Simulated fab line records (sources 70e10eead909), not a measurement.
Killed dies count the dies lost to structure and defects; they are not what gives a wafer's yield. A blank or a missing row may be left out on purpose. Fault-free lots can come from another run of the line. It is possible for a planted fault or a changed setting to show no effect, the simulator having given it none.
fab line records + flow nand-harc
record
- lots=14
- wafers=42
- last-day=34
route steps=1302 shown A_CHANNEL_HOLE_D1@475 A_CHANNEL_FILL_D1@498
lots with no fault: from the same line, run without faults
start-h: the number of hours between the record's first day and the start of the first shown wafer of the lot + wait-h: hours since the lot's step before + " unchanged from the row above + L1.1+2: a single row standing in for several wafers + - either no value or no given start + * or withheld: withheld + < > ~ a bound
route shown NAME@n: names a module that has steps shown in the file, with the first one's number in the route + usual: mean/standard deviation taken from wafers without a fault + same: alike in all rows + chamber/n: place in a boat + sites: the reading at each site + _std_site: the values' standard deviation + _edge_site: mean of outer sites minus mean of inner sites + radius-mm: for every site, how far away it sits from the centre of the wafer + mask NAME#n: copy n + behind: the tool/chamber that last shaped the wafer + hold: cause of the lot's hold/its duration in hours/its outcome + device: the n, p or np transistor that did not switch + end of line: at the end of the route, the tests of the same wafers + where a step has no rows: the recipe by itself + killed: count of dies lost to structure and defects at first sort (not the wafer's yield) + map: the dies of a wafer, with x for killed, . for not killed, _ for no die there
set.NAME: the setting that was run; set.NAME@STEP: the one run at that earlier step + model.NAME: the simulator's own value behind a step, which no gauge read
one table for each step of the route and one row for each wafer, over a sample of lots
services: from which hour (start-h, from the record's first day; less than 0 if before it) a tool's chamber was out of use, for how many hours, and why
## steps
# step NHARC_A_CHANNEL_HOLE_D1_ETCH_23
# recipe
- bias-v=5000
- source-w=withheld
- pressure-mtorr=20
- time-s=819
- ar-flow-sccm=375
- c4f8-flow-sccm=89.3
- o2-flow-sccm=35.7
- temp-c=-20
- target-depth-a=16000
- chemistry=C4F8/O2/Ar
# usual
- c4f8-flow-sccm=89.38/0.27
- drypump-motor-current-A=5.9/0.3
- showerhead-plenum-p-Torr=3.65/0.12
- throttle-valve-pct=32.154/0.0091
| lot.wafer | tool        | chamber | start-h | wait-h | c4f8-flow-sccm | drypump-motor-current-A | rf-hours-counter-h | showerhead-plenum-p-Torr | throttle-valve-pct |
|-----------|-------------|---------|---------|--------|----------------|-------------------------|--------------------|--------------------------|--------------------|
| L272.2    | har-etch-02 | 1       | 185.57  | 0.5    | 89.19          | 5.6                     | 303                | 3.50                     | 32.153             |
| L272.1    | "           | 0       | "       | "      | 88.64          | 6.1                     | 303                | 3.76                     | 32.154             |
| L272.3    | "           | 1       | "       | "      | 88.95          | 5.7                     | -                  | 3.50                     | 32.151             |
| L273.2    | har-etch-02 | 1       | 200.53  | 0.5    | 89.74          | 5.7                     | 307                | 3.49                     | 32.156             |
| L273.1    | "           | 0       | "       | "      | 88.96          | 6.2                     | 307                | 3.76                     | 32.147             |
| L273.4    | "           | 0       | "       | "      | 89.11          | 6.2                     | -                  | 3.76                     | 32.149             |
| L274.3    | har-etch-01 | 0       | 203.04  | 0.5    | 89.33          | 6.0                     | -                  | 3.73                     | 32.158             |
| L274.5    | "           | 0       | "       | "      | 89.44          | 6.1                     | -                  | 3.73                     | 32.149             |
| L274.6    | "           | 1       | "       | "      | 89.70          | 5.4                     | -                  | 3.67                     | 32.150             |
| L276.1    | har-etch-02 | 0       | 224.18  | 0.5    | 89.26          | 6.2                     | 322                | 3.75                     | 32.159             |
| L276.4    | "           | 0       | "       | "      | 89.34          | 6.2                     | -                  | 3.75                     | 32.142             |
| L276.5    | "           | 0       | "       | "      | 89.49          | 6.2                     | -                  | 3.75                     | 32.171             |
| L277.4    | har-etch-01 | 1       | 230.97  | 0.5    | 89.56          | 5.4                     | -                  | 3.66                     | 32.149             |
| L277.6    | "           | 1       | "       | "      | 88.94          | 5.4                     | -                  | 3.66                     | 32.170             |
| L277.5    | "           | 0       | "       | "      | 89.36          | 6.1                     | -                  | 3.72                     | 32.149             |
| L284.2    | har-etch-01 | 1       | 312.04  | 0.5    | 89.62          | 5.4                     | 157                | 3.63                     | 32.163             |
| L284.3    | "           | 1       | "       | "      | 89.35          | 5.5                     | -                  | 3.63                     | 32.152             |
| L284.5    | "           | 0       | "       | "      | 89.83          | 6.1                     | -                  | 3.70                     | 32.161             |
| L287.1    | har-etch-01 | 1       | 330.60  | 0.5    | 89.79          | 5.5                     | 169                | 3.63                     | 32.158             |
| L287.2    | "           | 0       | "       | "      | 89.24          | 6.0                     | 169                | 3.69                     | 32.163             |
| L287.4    | "           | 1       | "       | "      | 89.30          | 5.5                     | -                  | 3.63                     | 32.126             |
| L288.2    | har-etch-02 | 0       | 346.78  | 0.5    | 89.59          | 6.2                     | 394                | 3.71                     | 32.154             |
| L288.3    | "           | 0       | "       | "      | 89.67          | 6.2                     | -                  | 3.71                     | 32.159             |
| L288.6    | "           | 1       | "       | "      | 89.66          | 5.7                     | -                  | 3.45                     | 32.145             |
| L289.1    | har-etch-02 | 1       | 356.64  | 0.5    | 89.06          | 5.6                     | 398                | 3.45                     | 32.160             |
| L289.3    | "           | 0       | "       | "      | 89.51          | 6.2                     | -                  | 3.71                     | 32.149             |
| L289.4    | "           | 1       | "       | "      | 89.03          | 5.6                     | -                  | 3.45                     | 32.155             |
| L290.1    | har-etch-02 | 0       | 365.25  | 0.5    | 89.83          | 6.2                     | 402                | 3.71                     | 32.164             |
| L290.6    | "           | 0       | "       | "      | 89.61          | 6.2                     | -                  | 3.71                     | 32.159             |
| L290.5    | "           | 1       | "       | "      | 89.65          | 5.7                     | -                  | 3.44                     | 32.143             |
| L291.1    | har-etch-01 | 1       | 375.60  | 0.5    | 89.04          | 5.4                     | 192                | 3.61                     | 32.155             |
| L291.3    | "           | 1       | "       | "      | 89.38          | 5.4                     | -                  | 3.61                     | 32.157             |
| L291.5    | "           | 1       | "       | "      | 88.82          | 5.4                     | -                  | 3.61                     | 32.153             |
| L292.4    | har-etch-01 | 0       | 393.14  | 0.5    | 89.69          | 6.1                     | -                  | 3.67                     | 32.146             |
| L292.3    | "           | 1       | "       | "      | 89.22          | 5.4                     | -                  | 3.61                     | 32.149             |
| L292.5    | "           | 1       | "       | "      | 89.31          | 5.4                     | -                  | 3.61                     | 32.165             |
| L293.1    | har-etch-01 | 0       | 401.25  | 0.5    | 89.33          | 6.0                     | 214                | 3.67                     | 32.152             |
| L293.4    | "           | 0       | "       | "      | 89.33          | 6.1                     | -                  | 3.66                     | 32.147             |
| L293.5    | "           | 0       | "       | "      | 89.17          | 6.1                     | -                  | 3.67                     | 32.153             |
| L295.1    | har-etch-02 | 1       | 410.43  | 0.5    | 89.19          | 5.7                     | 13                 | 3.93                     | 32.165             |
| L295.4    | "           | 1       | "       | "      | 89.36          | 5.6                     | -                  | 3.93                     | 32.164             |
| L295.5    | "           | 1       | "       | "      | 89.52          | 5.6                     | -                  | 3.93                     | 32.157             |
# step NHARC_A_CHANNEL_HOLE_D1_XSEM_31
# recipe
- landing-energy-ev=35000
# usual
- bot-cd-nm=74.8/1.2
- bow-nm=8.7/0.36
- tilt-deg=0.07/0.037
| lot.wafer | tool    | chamber | start-h | wait-h | bot-cd-nm | bow-nm | tilt-deg |
|-----------|---------|---------|---------|--------|-----------|--------|----------|
| L272.1    | xsem-01 | 0       | 189.74  | 0.1    | 72.6      | 8.6    | 0.10     |
| L272.2    | "       | 0       | "       | "      | 72.4      | 8.6    | 0.10     |
| L272.3    | "       | 0       | "       | "      | 74.4      | 8.5    | 0.10     |
| L273.1    | xsem-01 | 0       | 204.70  | 0.1    | 73.9      | 8.5    | 0.02     |
| L273.2    | "       | 0       | "       | "      | 75.1      | 8.5    | 0.02     |
| L273.4    | "       | 0       | "       | "      | 75.7      | 8.5    | 0.02     |
| L274.3    | xsem-02 | 0       | 207.05  | 0.1    | 73.9      | 8.9    | 0.08     |
| L274.5    | "       | 0       | "       | "      | 74.9      | 9.0    | 0.08     |
| L274.6    | "       | 0       | "       | "      | 74.5      | 8.9    | 0.08     |
| L276.1    | xsem-01 | 0       | 228.38  | 0.1    | 74.9      | 9.4    | 0.09     |
| L276.4    | "       | 0       | "       | "      | 74.2      | 9.4    | 0.09     |
| L276.5    | "       | 0       | "       | "      | 74.9      | 9.4    | 0.09     |
| L277.4    | xsem-01 | 0       | 234.91  | 0.1    | 75.7      | 8.7    | 0.08     |
| L277.5    | "       | 0       | "       | "      | 75.4      | 8.7    | 0.08     |
| L277.6    | "       | 0       | "       | "      | 74.7      | 8.7    | 0.08     |
| L284.2    | xsem-02 | 0       | 316.11  | 0.1    | 77.1      | 8.6    | 0.13     |
| L284.3    | "       | 0       | "       | "      | 76.9      | 8.6    | 0.13     |
| L284.5    | "       | 0       | "       | "      | 76.9      | 8.6    | 0.13     |
| L287.1    | xsem-01 | 0       | 334.78  | 0.1    | 73.0      | 8.8    | 0.00     |
| L287.2    | "       | 0       | "       | "      | 73.9      | 8.8    | 0.00     |
| L287.4    | "       | 0       | "       | "      | 75.0      | 8.9    | 0.00     |
| L288.2    | xsem-01 | 0       | 350.93  | 0.1    | 74.7      | 8.8    | 0.11     |
| L288.3    | "       | 0       | "       | "      | 74.0      | 8.9    | 0.11     |
| L288.6    | "       | 0       | "       | "      | 73.6      | 8.8    | 0.11     |
| L289.1    | xsem-01 | 0       | 360.70  | 0.1    | 75.4      | 8.8    | 0.11     |
| L289.3    | "       | 0       | "       | "      | 75.1      | 8.8    | 0.11     |
| L289.4    | "       | 0       | "       | "      | 76.3      | 8.7    | 0.11     |
| L290.1    | xsem-02 | 0       | 369.44  | 0.1    | 75.6      | 8.4    | 0.10     |
| L290.5    | "       | 0       | "       | "      | 75.0      | 8.4    | 0.10     |
| L290.6    | "       | 0       | "       | "      | 75.0      | 8.4    | 0.10     |
| L291.1    | xsem-02 | 0       | 379.65  | 0.1    | 73.1      | 8.2    | 0.09     |
| L291.3    | "       | 0       | "       | "      | 72.7      | 8.3    | 0.09     |
| L291.5    | "       | 0       | "       | "      | 73.2      | 8.4    | 0.09     |
| L292.3    | xsem-01 | 0       | 397.08  | 0.1    | 74.2      | 8.3    | 0.04     |
| L292.4    | "       | 0       | "       | "      | 74.9      | 8.3    | 0.04     |
| L292.5    | "       | 0       | "       | "      | 75.1      | 8.3    | 0.04     |
| L293.1    | xsem-01 | 0       | 405.41  | 0.1    | 78.5      | 8.9    | 0.08     |
| L293.4    | "       | 0       | "       | "      | 76.4      | 8.9    | 0.08     |
| L293.5    | "       | 0       | "       | "      | 77.2      | 8.9    | 0.09     |
| L295.1    | xsem-01 | 0       | 414.60  | 0.1    | 77.2      | 8.1    | 0.04     |
| L295.4    | "       | 0       | "       | "      | 76.7      | 8.0    | 0.05     |
| L295.5    | "       | 0       | "       | "      | 76.0      | 8.0    | 0.05     |
# step NHARC_A_CHANNEL_FILL_D1_CVD_18
# recipe
- target-thk-a=30
- temp-c=550
- material=poly-Si
# usual
- spike-tc-bottom-C=575.0/1.1
| lot.wafer | tool          | chamber | start-h | wait-h | spike-tc-bottom-C |
|-----------|---------------|---------|---------|--------|-------------------|
| L272.1    | lpcvd-poly-03 | 0       | 211.26  | -      | 576.4             |
| L272.2    | "             | 0       | "       | "      | 575.2             |
| L272.3    | "             | 0       | "       | "      | 576.0             |
| L273.1    | lpcvd-poly-01 | 0       | 227.07  | -      | 573.5             |
| L273.2    | "             | 0       | "       | "      | 574.3             |
| L273.4    | "             | 0       | "       | "      | 574.6             |
| L274.3    | lpcvd-poly-01 | 0       | 227.07  | -      | 575.4             |
| L274.5    | "             | 0       | "       | "      | 573.6             |
| L274.6    | "             | 0       | "       | "      | 573.6             |
| L276.1    | lpcvd-poly-03 | 0       | 250.54  | -      | 576.4             |
| L276.4    | "             | 0       | "       | "      | 574.3             |
| L276.5    | "             | 0       | "       | "      | 575.0             |
| L276.1    | lpcvd-poly-03 | 0       | 254.33  | 2.1    | 577.3             |
| L276.4    | "             | 0       | "       | "      | 575.8             |
| L276.5    | "             | 0       | "       | "      | 575.4             |
| L277.4    | lpcvd-poly-04 | 0       | 258.22  | -      | 575.2             |
| L277.5    | "             | 0       | "       | "      | 574.1             |
| L277.6    | "             | 0       | "       | "      | 573.2             |
| L277.4    | lpcvd-poly-01 | 0       | 260.84  | 0.9    | 574.5             |
| L277.5    | "             | 0       | "       | "      | 575.1             |
| L277.6    | "             | 0       | "       | "      | 574.5             |
| L284.2    | lpcvd-poly-03 | 0       | 338.58  | -      | 576.0             |
| L284.3    | "             | 0       | "       | "      | 574.9             |
| L284.5    | "             | 0       | "       | "      | 574.9             |
| L287.1    | lpcvd-poly-04 | 0       | 357.22  | -      | 573.1             |
| L287.2    | "             | 0       | "       | "      | 573.9             |
| L287.4    | "             | 0       | "       | "      | 572.0             |
| L288.2    | lpcvd-poly-04 | 0       | 374.36  | -      | 574.5             |
| L288.3    | "             | 0       | "       | "      | 573.3             |
| L288.6    | "             | 0       | "       | "      | 575.9             |
| L289.1    | lpcvd-poly-04 | 0       | 383.08  | -      | 575.2             |
| L289.3    | "             | 0       | "       | "      | 575.6             |
| L289.4    | "             | 0       | "       | "      | 574.3             |
| L290.1    | lpcvd-poly-04 | 0       | 392.77  | -      | 575.3             |
| L290.5    | "             | 0       | "       | "      | 575.4             |
| L290.6    | "             | 0       | "       | "      | 574.1             |
| L291.1    | lpcvd-poly-04 | 0       | 403.02  | -      | 574.5             |
| L291.3    | "             | 0       | "       | "      | 576.5             |
| L291.5    | "             | 0       | "       | "      | 576.4             |
| L292.3    | lpcvd-poly-03 | 0       | 423.06  | -      | 574.8             |
| L292.4    | "             | 0       | "       | "      | 574.9             |
| L292.5    | "             | 0       | "       | "      | 575.8             |
| L293.1    | lpcvd-poly-01 | 0       | 428.03  | -      | 574.4             |
| L293.4    | "             | 0       | "       | "      | 575.8             |
| L293.5    | "             | 0       | "       | "      | 573.8             |
| L295.1    | lpcvd-poly-03 | 0       | 436.96  | -      | 574.5             |
| L295.4    | "             | 0       | "       | "      | 575.1             |
| L295.5    | "             | 0       | "       | "      | 575.7             |
# step NHARC_A_CHANNEL_FILL_D1_ETCHBACK_08
# recipe
- target-depth-a=2200
- time-s=110
- c4f8-flow-sccm=20
- ar-flow-sccm=withheld
- rf-w=600
- bias-w=300
- chemistry=C4F8
# usual
- oes-product-au=0.94/0.032
- rf-vpp-V=440.2/2.7
| lot.wafer | tool        | chamber | start-h | wait-h | oes-product-au | rf-hours-counter-h | rf-vpp-V |
|-----------|-------------|---------|---------|--------|----------------|--------------------|----------|
| L272.3    | rie-diel-09 | 3       | -       | -      | 0.98           | 4.3                | 442.2    |
| L272.2    | "           | 1       | "       | "      | 0.97           | 3.0                | 441.9    |
| L272.1    | "           | 2       | "       | "      | 0.96           | 4.4                | 439.5    |
| L274.3    | rie-diel-08 | 3       | -       | -      | 1.00           | 3.0                | 444.2    |
| L274.5    | "           | 2       | "       | "      | 0.99           | -                  | 439.6    |
| L274.6    | "           | 3       | "       | "      | 1.00           | -                  | 443.9    |
| L273.4    | rie-diel-03 | 3       | -       | -      | 0.91           | 8.9                | 437.1    |
| L273.2    | "           | 0       | "       | "      | 0.92           | 8.4                | 437.2    |
| L273.1    | "           | 1       | "       | "      | 0.92           | 7.7                | 446.0    |
| L276.1    | rie-diel-09 | 0       | -       | -      | 0.93           | 3.8                | 437.2    |
| L276.4    | "           | 3       | "       | "      | 0.92           | -                  | 443.3    |
| L276.5    | "           | 2       | "       | "      | 0.93           | -                  | 438.6    |
| L277.4    | rie-diel-08 | 1       | -       | -      | 0.99           | 5.4                | 436.4    |
| L277.6    | "           | 0       | "       | "      | 0.96           | -                  | 439.2    |
| L277.5    | "           | 1       | "       | "      | 0.98           | -                  | 435.7    |
| L284.2    | rie-diel-09 | 1       | -       | -      | 0.92           | 1.8                | 441.2    |
| L284.3    | "           | 0       | "       | "      | 0.92           | 1.8                | 437.9    |
| L284.5    | "           | 2       | "       | "      | 0.93           | -                  | 437.4    |
| L287.1    | rie-diel-09 | 0       | -       | -      | 1.00           | 2.4                | 435.9    |
| L287.4    | "           | 1       | "       | "      | 1.00           | 2.7                | 440.7    |
| L287.2    | "           | 2       | "       | "      | 1.01           | 2.4                | 439.5    |
| L288.3    | rie-diel-03 | 0       | -       | -      | 0.92           | 6.2                | 437.4    |
| L288.2    | "           | 2       | "       | "      | 0.92           | 7.0                | 440.3    |
| L288.6    | "           | 0       | "       | "      | 0.92           | -                  | 438.0    |
| L289.1    | rie-diel-03 | 1       | -       | -      | 0.93           | 6.2                | 444.3    |
| L289.3    | "           | 0       | "       | "      | 0.92           | 6.6                | 436.7    |
| L289.4    | "           | 0       | "       | "      | 0.92           | -                  | 438.2    |
| L290.1    | rie-diel-08 | 3       | -       | -      | 0.93           | 2.3                | 445.8    |
| L290.5    | "           | 2       | "       | "      | 0.92           | -                  | 440.0    |
| L290.6    | "           | 3       | "       | "      | 0.91           | -                  | 444.6    |
| L291.3    | rie-diel-03 | 0       | -       | -      | 0.93           | 7.3                | 438.6    |
| L291.1    | "           | 1       | "       | "      | 0.93           | 7.4                | 444.8    |
| L291.5    | "           | 0       | "       | "      | 0.92           | -                  | 436.2    |
| L292.4    | rie-diel-03 | 3       | -       | -      | 0.93           | 9.1                | 439.7    |
| L292.3    | "           | 0       | "       | "      | 0.92           | 7.8                | 436.6    |
| L292.5    | "           | 3       | "       | "      | 0.92           | -                  | 439.3    |
| L293.4    | rie-diel-09 | 1       | -       | -      | 0.92           | 6.5                | 441.1    |
| L293.1    | "           | 0       | "       | "      | 0.92           | 6.2                | 436.9    |
| L293.5    | "           | 1       | "       | "      | 0.92           | -                  | 442.3    |
| L295.4    | rie-diel-03 | 2       | -       | -      | 0.92           | 10.8               | 440.2    |
| L295.1    | "           | 0       | "       | "      | 0.92           | 10.0               | 437.7    |
| L295.5    | "           | 2       | "       | "      | 0.92           | -                  | 440.4    |
## services
| tool          | chamber | start-h | hours | kind   |
|---------------|---------|---------|-------|--------|
| rie-diel-09   | 1       | 161.73  | 2.2   | repair |
| rie-diel-08   | 2       | 166.89  | 7.9   | repair |
| lpcvd-poly-01 | -       | 180.73  | 2.6   | repair |
| rie-diel-03   | 1       | 189.58  | 4.1   | repair |
| rie-diel-08   | -       | 190.80  | 9.0   | pm     |
| rie-diel-08   | 2       | 204.44  | 10.2  | repair |
| rie-diel-03   | 0       | 208.23  | 8.5   | repair |
| rie-diel-03   | -       | 214.31  | 0.3   | repair |
| rie-diel-08   | 2       | 220.67  | 1.7   | repair |
| rie-diel-08   | -       | 224.62  | 0.6   | repair |
| rie-diel-09   | 0       | 234.83  | 13.7  | repair |
| rie-diel-03   | 0       | 259.78  | 7.5   | repair |
| rie-diel-03   | -       | 281.34  | 9.0   | pm     |
| rie-diel-09   | 2       | 289.02  | 3.7   | repair |
| rie-diel-09   | 1       | 289.32  | 8.3   | repair |
| rie-diel-09   | -       | 320.75  | 9.0   | pm     |
| rie-diel-03   | -       | 344.68  | 1.2   | repair |
| xsem-01       | -       | 374.00  | 14.0  | pm     |
| har-etch-02   | -       | 377.00  | 17.0  | pm     |
| lpcvd-poly-03 | -       | 387.42  | 26.0  | pm     |
| rie-diel-03   | 3       | 389.81  | 8.4   | repair |
| xsem-02       | -       | 400.10  | 2.3   | repair |
| rie-diel-03   | 2       | 400.46  | 5.3   | repair |
| rie-diel-03   | 0       | 412.67  | 4.8   | repair |
## key
first-sign
- step=NHARC_A_CHANNEL_FILL_D1_CVD_18
- reading=visit
- direction=added
effect none on later readings
met-at NHARC_A_CHANNEL_FILL_D1_CVD_18
struck-lots L276,L277
later-rows-left-out L276.1,L276.4,L276.5,L277.4,L277.5,L277.6
sort-left-out L276.1,L276.4,L276.5,L277.4,L277.5,L277.6
tester-left-out L276,L277
not-acting-at NHARC_A_CHANNEL_HOLE_D1_ETCH_23,NHARC_A_CHANNEL_HOLE_D1_XSEM_31,NHARC_A_CHANNEL_FILL_D1_ETCHBACK_08
fault
- kind=repeated-step-whole
- tool=lpcvd-poly-01,lpcvd-poly-03,lpcvd-poly-04
- chamber=-
- onset-h=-
- steps=NHARC_A_CHANNEL_FILL_D1_CVD_18
- times=1
- scope=struck-lots-only
# tester-left-out: of these lots the tester's yield and bins aren't shown, on N5 and GAA mostly nor the transistor test; their killed dies are dies lost to structure and defects alone, not to doping, threshold or leakage, so they don't give the yield
# sort-left-out: the simulated sort isn't trusted on such a fault, so these wafers' sort isn't shown, and their yield isn't known
# later-rows-left-out: the simulator's readings of these wafers behind a module that went badly wrong aren't trusted and aren't shown, but for the sort
